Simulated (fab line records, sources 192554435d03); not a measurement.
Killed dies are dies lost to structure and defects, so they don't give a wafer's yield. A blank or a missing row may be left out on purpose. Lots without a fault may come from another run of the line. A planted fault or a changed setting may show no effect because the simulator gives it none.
Chamber matching | flow n5_finfet | N5_FIN_SAQP_ETCH_51 on rie_diel-04: 4 sister chambers
The step etches SiARC in CF4, target depth 45.5 nm, time 75.8 s. 24 wafers are shown with their chamber, then 12 later ones without.

WAFERS WITH THEIR CHAMBER
wafer  | chamber | drypump_motor_current_A (A) | showerhead_plenum_p_Torr (Torr) | throttle_valve_pct (%)
L076.1 | 0       | 5.1                         | 2.13                            | 15.90
L076.3 | 3       | 5.8                         | 2.03                            | 15.94
L076.6 | 2       | 5.4                         | 2.18                            | 15.18
L077.1 | 3       | 5.9                         | 2.03                            | 15.96
L077.4 | 2       | 5.4                         | 2.18                            | 15.19
L077.5 | 3       | 5.9                         | 2.03                            | 15.96
L079.1 | 1       | 6.5                         | 2.12                            | 15.74
L079.4 | 3       | 5.9                         | 2.03                            | 15.98
L079.6 | 1       | 6.5                         | 2.12                            | 15.77
L081.1 | 2       | 5.4                         | 2.17                            | 15.19
L081.3 | 0       | 5.1                         | 2.12                            | 15.92
L081.6 | 0       | 5.1                         | 2.12                            | 15.93
L082.2 | 2       | 5.4                         | 2.17                            | 15.21
L082.4 | 0       | 5.1                         | 2.12                            | 15.94
L082.5 | 3       | 5.9                         | 2.03                            | 15.96
L085.1 | 3       | 5.8                         | 2.03                            | 15.98
L085.4 | 2       | 5.4                         | 2.17                            | 15.23
L085.5 | 0       | 5.1                         | 2.12                            | 15.94
L086.1 | 3       | 5.9                         | 2.03                            | 15.99
L086.2 | 0       | 5.1                         | 2.12                            | 15.95
L086.4 | 1       | 6.5                         | 2.12                            | 15.76
L089.1 | 2       | 5.4                         | 2.17                            | 15.25
L089.3 | 3       | 5.8                         | 2.02                            | 16.01
L089.4 | 0       | 5.1                         | 2.12                            | 15.98

SIGNATURES (means of the wafers above)
reading                  | chamber 0 | chamber 1 | chamber 2 | chamber 3 | scatter within a chamber
drypump_motor_current_A  | 5.100     | 6.500     | 5.400     | 5.862     | 0.0306
showerhead_plenum_p_Torr | 2.1214    | 2.1200    | 2.1733    | 2.0287    | 0.00392
throttle_valve_pct       | 15.9371   | 15.7567   | 15.2083   | 15.9725   | 0.0237
Rule: a wafer's distance from a chamber is the root of the sum, over the readings, of the square of ((its reading less the chamber's mean) divided by the reading's scatter). The wafer belongs to the nearest chamber; if the next one is less than 2 further off, it can't be placed. The scatter: the root of (the sum of the squares of (reading less its chamber's mean) over the shown wafers, divided by (wafers less chambers)).

WAFERS WITHOUT THEIR CHAMBER
wafer  | drypump_motor_current_A (A) | showerhead_plenum_p_Torr (Torr) | throttle_valve_pct (%)
L090.4 | 6.5                         | 2.11                            | 15.79
L090.5 | 5.4                         | 2.17                            | 15.24
L090.6 | 5.9                         | 2.02                            | 16.00
L092.4 | 5.4                         | 2.17                            | 15.24
L092.5 | 6.5                         | 2.11                            | 15.79
L092.6 | 5.1                         | 2.11                            | 15.96
L093.2 | 5.4                         | 2.17                            | 15.26
L093.3 | 5.1                         | 2.11                            | 15.97
L093.5 | 6.5                         | 2.11                            | 15.79
L094.1 | 6.5                         | 2.11                            | 15.80
L094.2 | 5.4                         | 2.16                            | 15.27
L094.3 | 5.1                         | 2.11                            | 15.98

WHICH CHAMBER EACH WENT THROUGH
wafer  | from the rows above | in truth
L090.4 | 1                   | 1
L090.5 | 2                   | 2
L090.6 | 3                   | 3
L092.4 | 2                   | 2
L092.5 | 1                   | 1
L092.6 | 0                   | 0
L093.2 | 2                   | 2
L093.3 | 0                   | 0
L093.5 | 1                   | 1
L094.1 | 1                   | 1
L094.2 | 2                   | 2
L094.3 | 0                   | 0
Placed correctly: 12 of 12. Can't be placed from these rows: 0. Placed wrongly: 0.
